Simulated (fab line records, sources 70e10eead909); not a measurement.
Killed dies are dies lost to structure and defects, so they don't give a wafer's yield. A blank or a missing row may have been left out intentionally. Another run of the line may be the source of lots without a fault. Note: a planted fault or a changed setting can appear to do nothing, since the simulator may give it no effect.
Matching of chambers | flow nandHarc | rieDiel-02 running NHARC_A_CONTACT_ETCH_92: 4 sister chambers
The step etches the open film in CH3F/O2, target depth 40 nm, time 85.7 s. 16 wafers are shown with their chamber, then 8 later ones without.

## WAFERS WITH THEIR CHAMBER
wafer  | chamber | drypumpMotorCurrentA (A) | showerheadPlenumPTorr (Torr) | rfVppV (V)
L076.1 | 1       | 6.0                      | 2.44                         | 243.4
L076.2 | 2       | 5.4                      | 2.56                         | 243.8
L076.6 | 3       | 5.9                      | 2.50                         | 243.7
L074.1 | 3       | 5.9                      | 2.50                         | 245.8
L074.3 | 1       | 6.0                      | 2.44                         | 245.1
L074.4 | 2       | 5.4                      | 2.56                         | 246.7
L080.1 | 1       | 5.9                      | 2.44                         | 244.1
L080.4 | 0       | 6.4                      | 2.29                         | 241.4
L080.5 | 1       | 5.9                      | 2.44                         | 245.3
L082.1 | 0       | 6.4                      | 2.29                         | 241.2
L082.2 | 3       | 5.9                      | 2.49                         | 246.1
L082.4 | 2       | 5.4                      | 2.55                         | 245.7
L083.1 | 2       | 5.4                      | 2.55                         | 245.5
L083.2 | 3       | 5.9                      | 2.49                         | 243.8
L083.5 | 2       | 5.4                      | 2.55                         | 246.6
L095.1 | 1       | 5.9                      | 2.43                         | 243.2

SIGNATURES (averages over the wafers above)
reading               | chamber 0 | chamber 1 | chamber 2 | chamber 3 | scatter within a chamber
drypumpMotorCurrentA  | 6.400     | 5.940     | 5.400     | 5.900     | 0.0316
showerheadPlenumPTorr | 2.2900    | 2.4380    | 2.5540    | 2.4950    | 0.005
rfVppV                | 241.300   | 244.220   | 245.660   | 244.850   | 1.08
Rule: distance of a wafer from a chamber = root of the sum over the readings of ((wafer's reading minus chamber's mean) / reading's scatter) squared. If the next closest chamber is less than 2 further off than the closest, the wafer can't be placed; otherwise it belongs to the closest. The scatter: take each reading less its chamber's mean, square it, sum over the shown wafers, divide by the number of wafers less the number of chambers, and take the root.

## WAFERS MISSING THEIR CHAMBER
wafer  | drypumpMotorCurrentA (A) | showerheadPlenumPTorr (Torr) | rfVppV (V)
L095.4 | 5.4                      | 2.54                         | 244.6
L095.6 | 5.4                      | 2.54                         | 245.1
L096.3 | 5.4                      | 2.54                         | 244.5
L096.4 | 6.0                      | 2.43                         | 243.0
L096.5 | 6.4                      | 2.66                         | 246.6
L094.2 | 6.4                      | 2.66                         | 246.3
L094.4 | 5.9                      | 2.48                         | 244.3
L094.6 | 5.8                      | 2.48                         | 245.5

## WHICH CHAMBER EACH WENT THROUGH
wafer  | from the rows above     | in truth
L095.4 | 2                       | 2
L095.6 | 2                       | 2
L096.3 | 2                       | 2
L096.4 | 1                       | 1
L096.5 | can't be placed: 3 or 2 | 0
L094.2 | can't be placed: 3 or 2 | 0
L094.4 | 3                       | 3
L094.6 | 3                       | 3
6 of 8 placed correctly. Unplaceable from these rows: 2, with the true chamber sitting among the candidates in 0. Placed wrongly: 0.
